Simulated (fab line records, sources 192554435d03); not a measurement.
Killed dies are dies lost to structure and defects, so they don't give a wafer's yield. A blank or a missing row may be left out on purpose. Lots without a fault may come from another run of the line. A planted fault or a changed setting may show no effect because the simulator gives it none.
fab line records | flow n5_finfet
record lots=7 wafers=21
route steps=1938 shown BEOL_M3@938 BEOL_M4@1026 BEOL_M5@1120 BEOL_M7@1287
start_h: hours from the record's first day to the start of the lot's first wafer shown | wait_h: hours since the lot's step before | " the same as in the row above | L1.1+2: a row that stands for several wafers | - no value, or no start given | * or withheld: withheld | < > ~ a bound
route shown NAME@n: a module of which the file shows steps, and the number in the route of the first | usual: mean/standard deviation of fault-free wafers | same: alike in all rows | chamber/n: place in a boat | sites: the reading at each site | _std_site: their standard deviation | _edge_site: outer sites' mean less inner sites' | radius_mm: how far each site lies from the wafer's centre | mask NAME#n: copy n | behind: the tool/chamber that last shaped the wafer | hold: why the lot was held/for how many hours/how that ended | device: the transistor (n, p or np) that didn't switch | end of line: the same wafers' tests at the end of the route | a step without rows: its recipe alone | killed: dies lost to structure and defects at the first sort, not the wafer's yield | map: a wafer's dies, x killed, . not, _ none there
set.NAME: the setting as run; set.NAME@STEP: as run at that earlier step | model.NAME: the simulator's own value behind a step, which no gauge read
lots whose settings were changed on purpose; a table a step, a row a wafer
## steps
# step N5_BEOL_M3_COAT_05
# recipe resist=CAR-EUV spin_rpm=1500 resist_thk_nm=30
# columns lot.wafer tool chamber start_h wait_h set.spin_rpm
L076.1+2+6 litho_track-01 0 - - 1500
L078.1 litho_track-01 0 - - 1500
L078.4+5 " 0 " " 1429
L081.3+4+6 litho_track-01 0 - - 1648
L084.1+4+6 litho_track-03 0 - - 1500
L085.2+5+6 litho_track-01 0 - - 1500
L088.1+5+6 litho_track-03 0 - - 1500
L090.1+2+5 litho_track-02 0 - - 1500
# step N5_BEOL_M3_EBR_07
# recipe solvent=PGMEA ebr_width_mm=1.5
# step N5_BEOL_M3_SOFTBAKE_06
# recipe temp_c=110 time_s=60 resist=CAR-EUV
# step N5_BEOL_M3_DESCUM_16
# recipe chemistry=O2 time_s=7 source_power_w=50 bias_power_w=20 pressure_mtorr=20 rf_frequency_hz=2.712e+07 temp_c=40 resist=CAR-EUV o2_flow_sccm=225
# step N5_BEOL_M3_ETCH_74
# recipe chemistry=N2/H2 target=underlayer target_depth_a=65 mask_material=CAR-EUV time_s=5.2 ion_energy_ev=200 pressure_mtorr=30 source_w=840 bias_w=150 n2_flow_sccm=200 h2_flow_sccm=200 ends=cleared
# step N5_BEOL_M3_ETCH_63
# recipe chemistry=CF4 target=SiARC target_depth_a=156 mask_material=CAR-EUV time_s=26 ion_energy_ev=80 pressure_mtorr=40 source_w=545 bias_w=36 Ar_flow_sccm=100 cf4_flow_sccm=100 ends=cleared
# columns lot.wafer tool chamber start_h wait_h set.temp_c@BEOL_M3_PECVD_72 set.spin_rpm@BEOL_M3_COAT_05 model.CAR-EUV_of_BEOL_M3_COAT_05.thk_nm
L076.1+2+6 rie_diel-06 2,1,3 155.15 0.0 400 1500 11.2
L078.1 rie_diel-03 2 170.59 0.0 400 1500 11.2
L078.4+5 " 1,2 " " 400 1429 11.8
L081.3+6 rie_diel-03 2,0 193.93 0.0 400 1648 9.8
L081.4 " 3 " " 387.9 1648 9.6
L084.1+4 rie_diel-04 0,3 204.42 0.0 400 1500 11.2
L084.6 " 2 " " 390.5 1500 11
L085.2+5 rie_diel-06 2,1 204.93 0.0 394.1 1500 11.2
L085.6 " 0 " " 400 1500 11.4
L088.1+5+6 rie_diel-04 0,1,2 231.17 0.0 400 1500 11.2
L090.1 rie_diel-03 0 234.32 0.0 394.4 1500 11
L090.2+5 " 3 " " 400 1500 11
# step N5_BEOL_M3_ETCH_64
# recipe chemistry=N2/H2 target=SOC target_depth_a=750 overetch_a=150 mask_material=SiARC temp_c=40 time_s=112.5 ion_energy_ev=200 pressure_mtorr=30 source_w=840 bias_w=150 n2_flow_sccm=200 h2_flow_sccm=200
# step N5_BEOL_M3_STRIP_65
# recipe chemistry=N2/H2 temp_c=40 n2_flow_sccm=200 h2_flow_sccm=200 rf_frequency_hz=6e+07
# step N5_BEOL_M3_STRIP_97
# recipe chemistry=N2/H2 time_s=10 power_w=450 temp_c=40 pressure_mtorr=20 rf_frequency_hz=6e+07 bias_power_w=7 n2_flow_sccm=200 h2_flow_sccm=200
# step N5_BEOL_M3_HM_STRIP_39
# recipe chemistry=peroxide_tin_strip material=TiN target_depth_a=250 temp_c=50 time_s=158
# columns lot.wafer tool chamber start_h wait_h set.temp_c@BEOL_M3_PECVD_72 model.SiO2_of_BEOL_M3_PECVD_72.thk_nm
L076.1+6 wet_bench-02 4,6 159.48 0.0 400 16
L076.2 " 2 " " 400 15.8
L078.1 wet_bench-05 0 177.57 0.0 400 15.2
L078.4+5 " 3,2 " " 400 15.6
L081.3 wet_bench-05 4 196.92 0.0 400 15.6
L081.4 " 0 " " 387.9 17.2
L081.6 " 7 " " 400 15.8
L084.1 wet_bench-02 7 208.96 0.0 400 15.8
L084.4 " 2 " " 400 16.2
L084.6 " 5 " " 390.5 17.2
L085.2+5 wet_bench-06 1,7 209.08 0.0 394.1 16.4
L085.6 " 0 " " 400 16.2
L088.1+5 wet_bench-05 1,7 233.63 0.0 400 16
L088.6 " 0 " " 400 16.2
L090.1 wet_bench-02 6 244.01 0.0 394.4 16
L090.2+5 " 5,4 " " 400 16
# step N5_BEOL_M4_COAT_62
# recipe resist=SiARC temp_c=220 time_s=60 spin_rpm=1500 resist_thk_nm=12
# columns lot.wafer tool chamber start_h wait_h set.spin_rpm model.SiARC_of_BEOL_M4_COAT_62.thk_nm
L076.1+2+6 litho_track-01 0 - - 1500 12
L078.1 litho_track-01 0 - - 1500 12
L078.4+5 " 0 " " 1365 12.6
L081.3 litho_track-01 0 - - 1343 12.6
L081.4 " 0 " " 1500 12
L081.6 " 0 " " 1343 12.8
L084.1+6 litho_track-05 0 - - 1500 12
L084.4 " 0 " " 1662 11.4
L085.2+5+6 litho_track-01 0 - - 1500 12
L088.1 litho_track-01 0 - - 1500 12
L088.5+6 " 0 " " 1647 11.4
L090.1+5 litho_track-04 0 - - 1638 11.6
L090.2 " 0 " " 1500 12
# step N5_BEOL_M4_DESCUM_16
# recipe chemistry=O2 time_s=7 source_power_w=50 bias_power_w=20 pressure_mtorr=20 rf_frequency_hz=2.712e+07 temp_c=40 resist=CAR-EUV o2_flow_sccm=225
# columns lot.wafer tool chamber start_h wait_h set.time_s model.CAR-EUV_of_BEOL_M4_COAT_05.thk_nm
L076.1+2+6 rie_diel-05 3,1,1 165.20 0.0 7 26
L078.1+4 rie_diel-02 1,2 183.46 0.1 7 26
L078.5 " 2 " " 8.549 25.4
L081.3+4+6 rie_diel-01 3,1,0 201.71 0.0 7 26
L084.1 rie_diel-01 1 216.61 0.0 7.569 25.6
L084.4 " 2 " " 7 26
L084.6 " 0 " " 7.569 25.8
L085.2+6 rie_diel-05 3,0 218.64 0.0 8.271 25.4
L085.5 " 3 " " 7 26
L088.1+5+6 rie_diel-01 2,3,0 240.46 0.1 7 26
L090.1+5 rie_diel-05 1,0 249.72 0.3 7.907 25.6
L090.2 " 2 " " 7 26.2
# step N5_BEOL_M4_ETCH_74
# recipe chemistry=N2/H2 target=underlayer target_depth_a=65 mask_material=CAR-EUV time_s=5.2 ion_energy_ev=200 pressure_mtorr=30 source_w=840 bias_w=150 n2_flow_sccm=200 h2_flow_sccm=200 ends=cleared
# columns lot.wafer tool chamber start_h wait_h set.time_s@BEOL_M4_DESCUM_16 model.CAR-EUV_of_BEOL_M4_COAT_05.thk_nm
L076.1 rie_diel-05 3 165.24 0.0 7 20.2
L076.2+6 " 1 " " 7 20.4
L078.1+4 rie_diel-02 1,2 183.50 0.0 7 20.2
L078.5 " 2 " " 8.549 19.6
L081.3+4+6 rie_diel-01 3,1,0 201.74 0.0 7 20.4
L084.1 rie_diel-01 1 216.64 0.0 7.569 19.8
L084.4 " 2 " " 7 20.2
L084.6 " 0 " " 7.569 20
L085.2+6 rie_diel-05 3,0 218.68 0.0 8.271 19.8
L085.5 " 3 " " 7 20.2
L088.1+5+6 rie_diel-01 2,3,0 240.50 0.0 7 20.2
L090.1+5 rie_diel-05 1,0 249.75 0.0 7.907 20
L090.2 " 2 " " 7 20.4
# step N5_BEOL_M4_ETCH_63
# recipe chemistry=CF4 target=SiARC target_depth_a=156 mask_material=CAR-EUV time_s=26 ion_energy_ev=80 pressure_mtorr=40 source_w=545 bias_w=36 Ar_flow_sccm=100 cf4_flow_sccm=100 ends=cleared
# usual etch_rf_on_time_s=25.9/0.49
# columns lot.wafer tool chamber start_h wait_h set.spin_rpm@BEOL_M4_COAT_62 etch_rf_on_time_s model.etch.depth_nm
L076.1 rie_diel-05 3 165.25 0.0 1500 25.8 11.99
L076.2 " 1 " " 1500 26.2 11.98
L076.6 " 1 " " 1500 26.1 12.01
L078.1 rie_diel-02 1 183.51 0.0 1500 25.2 11.99
L078.4 " 2 " " 1365 27.0 12.58
L078.5 " 2 " " 1365 26.9 12.63
L081.3 rie_diel-01 3 201.76 0.0 1343 27.6 12.7
L081.4 " 1 " " 1500 25.9 12.06
L081.6 " 0 " " 1343 27.3 12.73
L084.1 rie_diel-01 1 216.66 0.0 1500 26.1 11.99
L084.4 " 2 " " 1662 25.1 11.39
L084.6 " 0 " " 1500 26.0 11.99
L085.2 rie_diel-05 3 218.70 0.0 1500 25.9 11.96
L085.5 " 3 " " 1500 25.9 12
L085.6 " 0 " " 1500 25.8 11.96
L088.1 rie_diel-01 2 240.51 0.0 1500 26.3 11.99
L088.5 " 3 " " 1647 24.7 11.45
L088.6 " 0 " " 1647 24.3 11.45
L090.1 rie_diel-05 1 249.77 0.0 1638 25.4 11.55
L090.2 " 2 " " 1500 26.2 12.02
L090.5 " 0 " " 1638 25.1 11.52
# step N5_BEOL_M4_ETCH_64
# recipe chemistry=N2/H2 target=SOC target_depth_a=750 overetch_a=225 mask_material=SiARC temp_c=40 time_s=121.9 ion_energy_ev=200 pressure_mtorr=30 source_w=840 bias_w=150 n2_flow_sccm=200 h2_flow_sccm=200
# columns lot.wafer tool chamber start_h wait_h set.spin_rpm@BEOL_M4_COAT_62 model.SiARC_of_BEOL_M4_COAT_62.thk_nm
L076.1 rie_diel-05 3 165.28 0.0 1500 6.4
L076.2+6 " 1 " " 1500 6.2
L078.1 rie_diel-02 1 183.54 0.0 1500 6.2
L078.4+5 " 2 " " 1365 6.8
L081.3 rie_diel-01 3 201.79 0.0 1343 7
L081.4 " 1 " " 1500 6.4
L081.6 " 0 " " 1343 6.8
L084.1 rie_diel-01 1 216.69 0.0 1500 6.4
L084.4 " 2 " " 1662 5.8
L084.6 " 0 " " 1500 6.2
L085.2+5 rie_diel-05 3 218.72 0.0 1500 6.4
L085.6 " 0 " " 1500 6.2
L088.1 rie_diel-01 2 240.54 0.0 1500 6.4
L088.5 " 3 " " 1647 5.8
L088.6 " 0 " " 1647 5.6
L090.1+5 rie_diel-05 1,0 249.80 0.0 1638 5.8
L090.2 " 2 " " 1500 6.4
# step N5_BEOL_M5_COAT_05
# recipe resist=CAR-EUV spin_rpm=1500 resist_thk_nm=30
# columns lot.wafer tool chamber start_h wait_h set.spin_rpm model.CAR-EUV_of_BEOL_M5_COAT_05.thk_nm
L076.1+6 litho_track-02 0 - - 1500 30.2
L076.2 " 0 " " 1500 30
L078.1+5 litho_track-02 0 - - 1643 28.6
L078.4 " 0 " " 1500 29.8
L081.3 litho_track-04 0 - - 1500 29.8
L081.4+6 " 0 " " 1500 30
L084.1 litho_track-04 0 - - 1500 30
L084.4+6 " 0 " " 1399 31
L085.2 litho_track-02 0 - - 1500 30
L085.5+6 " 0 " " 1500 29.8
L088.1 litho_track-03 0 - - 1612 29
L088.5+6 " 0 " " 1500 30
L090.1 litho_track-03 0 - - 1500 30.2
L090.2 " 0 " " 1500 30
L090.5 " 0 " " 1619 28.8
# step N5_BEOL_M5_TRENCH_ETCH_37
# recipe chemistry=C4F6/O2 target_depth_a=716.52 target=SiCOH_lowk time_s=24.7 ion_energy_ev=250 pressure_mtorr=30 source_w=345 bias_w=185 Ar_flow_sccm=300 C4F6_flow_sccm=10 O2_flow_sccm=10
# columns lot.wafer tool chamber start_h wait_h set.time_s model.etch.depth_nm model.BEOL_M5.feature_depth_nm
L076.1 rie_diel-03 0 - - 24.7 73.6 73.6
L076.2 " 1 " " 24.7 71.64 71.6
L076.6 " 1 " " 24.7 71.81 71.8
L078.1 rie_diel-03 1 - - 24.7 70.54 70.6
L078.4 " 3 " " 24.7 73 73
L078.5 " 1 " " 24.7 71.11 71.2
L081.3 rie_diel-06 0 - - 24.7 70.71 70.8
L081.4 " 3 " " 26.69 76.7 76.6
L081.6 " 0 " " 24.7 70.49 70.4
L084.1 rie_diel-06 1 - - 27.42 76.74 76.8
L084.4 " 3 " " 27.42 79.63 79.6
L084.6 " 2 " " 27.42 80.34 80.4
L085.2 rie_diel-06 0 - - 24.7 71.37 71.4
L085.5 " 0 " " 22.23 64.38 64.4
L085.6 " 1 " " 22.23 63.03 63
L088.1 rie_diel-04 2 - - 24.7 73.65 73.6
L088.5 " 3 " " 24.7 72.73 72.8
L088.6 " 2 " " 22.75 67.44 67.4
L090.1 rie_diel-03 0 - - 30.13 89.5 89.4
L090.2 " 1 " " 24.7 71.4 71.4
L090.5 " 0 " " 30.13 88.81 88.8
# step N5_BEOL_M5_ETCH_41
# recipe chemistry=CH3F/O2 target=SiCN target_depth_a=315 taper_deg=2 time_s=56.7 ion_energy_ev=120 mask_material=TiN pressure_mtorr=30 source_w=395 bias_w=75 Ar_flow_sccm=150 CH3F_flow_sccm=30 O2_flow_sccm=20
# step N5_BEOL_M5_STRIP_91
# recipe chemistry=N2/H2 time_s=10 power_w=450 temp_c=40 pressure_mtorr=20 rf_frequency_hz=6e+07 bias_power_w=7 n2_flow_sccm=200 h2_flow_sccm=200
# step N5_BEOL_M5_OCD_MEAS_38
# usual trench_depth_nm=72.0/1.3
# columns lot.wafer tool chamber start_h wait_h set.time_s@BEOL_M5_TRENCH_ETCH_37 trench_depth_nm
L076.1 ocd-02 - 181.09 - 24.7 73.5
L076.2 " - " " 24.7 71.6
L076.6 " - " " 24.7 71.7
L078.1 ocd-01 - 199.98 - 24.7 70.6
L078.4 " - " " 24.7 73.5
L078.5 " - " " 24.7 71.4
L081.3 ocd-01 - 216.76 - 24.7 70.1
L081.4 " - " " 26.69 76.6
L081.6 " - " " 24.7 70.5
L084.1 ocd-02 - 232.30 - 27.42 76.7
L084.4 " - " " 27.42 78.9
L084.6 " - " " 27.42 80.4
L085.2 ocd-01 - 234.39 - 24.7 71.4
L085.5 " - " " 22.23 64.8
L085.6 " - " " 22.23 63.3
L088.1 ocd-02 - 257.03 - 24.7 73.6
L088.5 " - " " 24.7 73.2
L088.6 " - " " 22.75 67.5
L090.1 ocd-02 - 259.91 - 30.13 90.1
L090.2 " - " " 24.7 71.4
L090.5 " - " " 30.13 88.9
# step N5_BEOL_M5_ALD_86
# recipe material=TaN target_thk_a=* temp_c=275 ald_precursor_family=PDMAT ald_co_reactant=NH3 pressure_torr=3 carrier_flow_sccm=1500 pulse_time_s=2 purge_time_s=3 co_reactant_purge_time_s=2 co_reactant_pulse_time_s=3 ald_cycles=30 precursor_vessel_temp_c=75 precursor_vessel_pressure_torr=26.25 precursor_vessel_carrier_sccm=1000
# columns lot.wafer tool chamber start_h wait_h set.ald_cycles model.TaN_of_BEOL_M5_ALD_86.thk_nm
L076.1+2+6 ald_metal-03 2,0,0 182.16 0.0 30 *
L078.1+4+5 ald_metal-03 2,1,1 200.77 0.1 30 *
L081.3+4 ald_metal-02 0,3 218.07 0.0 30 *
L081.6 " 1 " " 35 *
L084.1+4 ald_metal-04 1,0 234.50 0.0 30 *
L084.6 " 0 " " 30 *
L085.2+6 ald_metal-03 1,2 237.15 0.1 26 *
L085.5 " 3 " " 26 *
L088.1+6 ald_metal-03 0,1 257.91 0.1 30 *
L088.5 " 0 " " 32 *
L090.1 ald_metal-02 3 260.88 0.3 30 *
L090.2+5 " 1,0 " " 25 *
# step N5_BEOL_M5_SURFACE_TREAT_87
# recipe gas=Ar time_s=* ion_energy_ev=* ion_current_ma_cm2=0.5 pressure_mtorr=* ar_flow_sccm=30
# step N5_BEOL_M5_CVD_47
# recipe material=Co target_thk_a=30 temp_c=withheld precursor=CCTBA/H2 pressure_torr=30 time_s=216
# step N5_BEOL_M5_ECD_50
# recipe material=Cu target_thk_a=3000
# step N5_BEOL_M5_ANNEAL_51
# recipe temp_c=225 time_s=90 ambient=N2
# step N5_BEOL_M5_CMP_52
# recipe stop_on=SiCOH_lowk t_overpolish_s=6.9 down_force_psi=1 platen_rpm=50 clearing_platen_down_force_psi=1.5 clearing_platen_rpm=50 post_cmp_clean=cu_alkaline target_thk_nm=62 clearing_platen_pad_velocity_m_s=0.99484 pad_velocity_m_s=0.99484
# columns lot.wafer tool chamber start_h wait_h set.time_s@BEOL_M5_TRENCH_ETCH_37 model.Cu_of_BEOL_M5_ECD_50.thk_nm
L076.1 cmp-03 0 187.69 0.3 24.7 66.4
L076.2 " 3 " " 24.7 64
L076.6 " 1 " " 24.7 64.2
L078.4 cmp-01 1 206.18 0.1 24.7 64.2
L078.1 " 0 " " 24.7 60.4
L078.5 " 2 " " 24.7 62.4
L081.4 cmp-02 2 223.97 0.2 26.69 68.6
L081.3 " 3 " " 24.7 61
L081.6 " 1 " " 24.7 60.8
L084.1 cmp-02 1 240.08 0.3 27.42 67.2
L084.4 " 2 " " 27.42 71.6
L084.6 " 0 " " 27.42 71.8
L085.2 cmp-02 3 244.36 0.2 24.7 61.4
L085.6 " 3 " " 22.23 53.2
L085.5 " 0 " " 22.23 55.2
L088.1 cmp-02 3 263.56 0.4 24.7 63.6
L088.5 " 0 " " 24.7 65.4
L088.6 " 1 " " 22.75 58
L090.2 cmp-01 2 268.21 0.2 24.7 63.4
L090.1+5 " 3,1 " " 30.13 82
# step N5_BEOL_M5_THK_MEAS_53
# recipe thk_meas_gauge=xrf reads=Cu_of_BEOL_M5_ECD_50
# usual M5_THK=63.5/1.8
# columns lot.wafer tool chamber start_h wait_h set.time_s@BEOL_M5_TRENCH_ETCH_37 M5_THK[nm]
L076.1 film_metro-01 - 187.98 - 24.7 67.3
L076.2 " - " " 24.7 65.2
L076.6 " - " " 24.7 64.9
L078.1 film_metro-01 - 206.47 - 24.7 61.4
L078.4 " - " " 24.7 65.1
L078.5 " - " " 24.7 63.2
L081.3 film_metro-01 - 224.19 - 24.7 61.6
L081.4 " - " " 26.69 69.6
L081.6 " - " " 24.7 61.6
L084.1 film_metro-01 - 240.34 - 27.42 68.0
L084.4 " - " " 27.42 73.1
L084.6 " - " " 27.42 72.8
L085.2 film_metro-01 - 244.65 - 24.7 62.4
L085.5 " - " " 22.23 56.4
L085.6 " - " " 22.23 54.1
L088.1 film_metro-02 - 263.74 - 24.7 63.9
L088.5 " - " " 24.7 65.5
L088.6 " - " " 22.75 58.3
L090.1 film_metro-02 - 268.47 - 30.13 82.4
L090.2 " - " " 24.7 64.1
L090.5 " - " " 30.13 82.7
# step N5_BEOL_M5_PRE_CLEAN_77
# recipe gas=NH3/H2 time_s=15 temp_c=* rf_power_w=300
# step N5_BEOL_M5_CO_CAP_78
# recipe material=Co target_thk_a=20 temp_c=200 precursor=CCTBA/H2 pressure_torr=30 time_s=102.1
# step N5_BEOL_M5_PRE_CLEAN_55
# recipe gas=NH3 time_s=15 temp_c=withheld rf_power_w=300
# step N5_BEOL_M5_DEP_56
# recipe material=SiCN target_thk_a=80 temp_c=withheld precursor=3MS/NH3 pressure_torr=3 rf_w=202 time_s=14
# step N5_BEOL_M5_RS_MEAS_57
# recipe thk_meas_gauge=four-point-probe reads=Co_of_BEOL_M5_CO_CAP_78+Cu_of_BEOL_M5_ECD_50+Co_of_BEOL_M5_CVD_47+TaN_of_BEOL_M5_ALD_86
# usual M5_RS=0.381/0.013
# columns lot.wafer tool chamber start_h wait_h set.time_s@BEOL_M5_TRENCH_ETCH_37 M5_RS[ohm/sq]
L076.1 film_metro-01 - 188.27 0.1 24.7 0.357
L076.2 " - " " 24.7 0.372
L076.6 " - " " 24.7 0.371
L078.1 film_metro-01 - 206.73 0.0 24.7 0.400
L078.4 " - " " 24.7 0.371
L078.5 " - " " 24.7 0.385
L081.3 film_metro-01 - 224.45 0.1 24.7 0.396
L081.4 " - " " 26.69 0.342
L081.6 " - " " 24.7 0.396
L084.1 film_metro-01 - 240.60 0.0 27.42 0.352
L084.4 " - " " 27.42 0.325
L084.6 " - " " 27.42 0.323
L085.2 film_metro-02 - 244.91 0.1 24.7 0.392
L085.5 " - " " 22.23 0.445
L085.6 " - " " 22.23 0.468
L088.1 film_metro-02 - 264.00 0.0 24.7 0.375
L088.5 " - " " 24.7 0.363
L088.6 " - " " 22.75 0.420
L090.1 film_metro-02 - 268.75 0.0 30.13 0.278
L090.2 " - " " 24.7 0.377
L090.5 " - " " 30.13 0.277
# step N5_BEOL_M7_COAT_63
# recipe resist=SOC temp_c=250 time_s=60 spin_rpm=1500 resist_thk_nm=60
# columns lot.wafer tool chamber start_h wait_h set.spin_rpm model.SOC_of_BEOL_M7_COAT_63.thk_nm
L076.1+2 litho_track-05 0 199.11 0.5 1500 60
L076.6 " 0 " " 1500 59.8
L078.1+5 litho_track-04 0 222.04 1.1 1500 60.2
L078.4 " 0 " " 1559 59
L081.3+6 litho_track-02 0 239.10 1.2 1500 59.8
L081.4 " 0 " " 1379 62.2
L084.1+4 litho_track-02 0 255.52 2.5 1500 59.8
L084.6 " 0 " " 1566 58.6
L085.2 litho_track-05 0 258.60 0.4 1500 59.4
L085.5+6 " 0 " " 1500 59.8
L088.1+6 litho_track-02 0 274.99 0.1 1500 60.2
L088.5 " 0 " " 1639 57.4
L090.1+2+5 litho_track-04 0 282.61 1.6 1553 58.8
## key
split step=N5_BEOL_M3_COAT_05 setting=spin_rpm stated=1500 by=wafer
response step=N5_BEOL_M3_ETCH_63 reading=model.CAR-EUV_of_BEOL_M3_COAT_05.thk_nm slope=-0.127 per=1% together_with=temp_c@BEOL_M3_PECVD_72 explained=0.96
split step=N5_BEOL_M4_COAT_62 setting=spin_rpm stated=1500 by=wafer
response step=N5_BEOL_M4_COAT_62 reading=model.SiARC_of_BEOL_M4_COAT_62.thk_nm change=-0.059 per=1% r=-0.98
response step=N5_BEOL_M4_ETCH_63 reading=etch_rf_on_time_s change=* per=1% r=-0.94
response step=N5_BEOL_M4_ETCH_63 reading=model.etch.depth_nm change=-0.0587 per=1% r=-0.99
response step=N5_BEOL_M4_ETCH_64 reading=model.SiARC_of_BEOL_M4_COAT_62.thk_nm change=-0.0582 per=1% r=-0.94
split step=N5_BEOL_M4_DESCUM_16 setting=time_s stated=7 by=wafer
response step=N5_BEOL_M4_DESCUM_16 reading=model.CAR-EUV_of_BEOL_M4_COAT_05.thk_nm change=-0.0326 per=1% r=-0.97
response step=N5_BEOL_M4_ETCH_74 reading=model.CAR-EUV_of_BEOL_M4_COAT_05.thk_nm change=-0.0267 per=1% r=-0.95
split step=N5_BEOL_M5_COAT_05 setting=spin_rpm stated=1500 by=wafer
response step=N5_BEOL_M5_COAT_05 reading=model.CAR-EUV_of_BEOL_M5_COAT_05.thk_nm change=-0.141 per=1% r=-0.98
split step=N5_BEOL_M5_TRENCH_ETCH_37 setting=time_s stated=24.7 by=wafer
response step=N5_BEOL_M5_TRENCH_ETCH_37 reading=model.etch.depth_nm change=+0.79 per=1% r=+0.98
response step=N5_BEOL_M5_TRENCH_ETCH_37 reading=model.BEOL_M5.feature_depth_nm change=+0.788 per=1% r=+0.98
response step=N5_BEOL_M5_OCD_MEAS_38 reading=trench_depth_nm change=+0.798 per=1% r=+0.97
response step=N5_BEOL_M5_CMP_52 reading=model.Cu_of_BEOL_M5_ECD_50.thk_nm change=+0.836 per=1% r=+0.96
response step=N5_BEOL_M5_THK_MEAS_53 reading=M5_THK change=+0.834 per=1% r=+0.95
response step=N5_BEOL_M5_RS_MEAS_57 reading=M5_RS change=-0.00519 per=1% r=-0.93
split step=N5_BEOL_M5_ALD_86 setting=ald_cycles stated=30 by=wafer
response step=N5_BEOL_M5_ALD_86 reading=model.TaN_of_BEOL_M5_ALD_86.thk_nm change=* per=1% r=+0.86
split step=N5_BEOL_M7_COAT_63 setting=spin_rpm stated=1500 by=wafer
response step=N5_BEOL_M7_COAT_63 reading=model.SOC_of_BEOL_M7_COAT_63.thk_nm change=-0.298 per=1% r=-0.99
split outside_this_file step=N5_BEOL_M3_PECVD_72 setting=temp_c
# split outside_this_file: this setting was split too, and the file shows its column; the key of that split is in another file
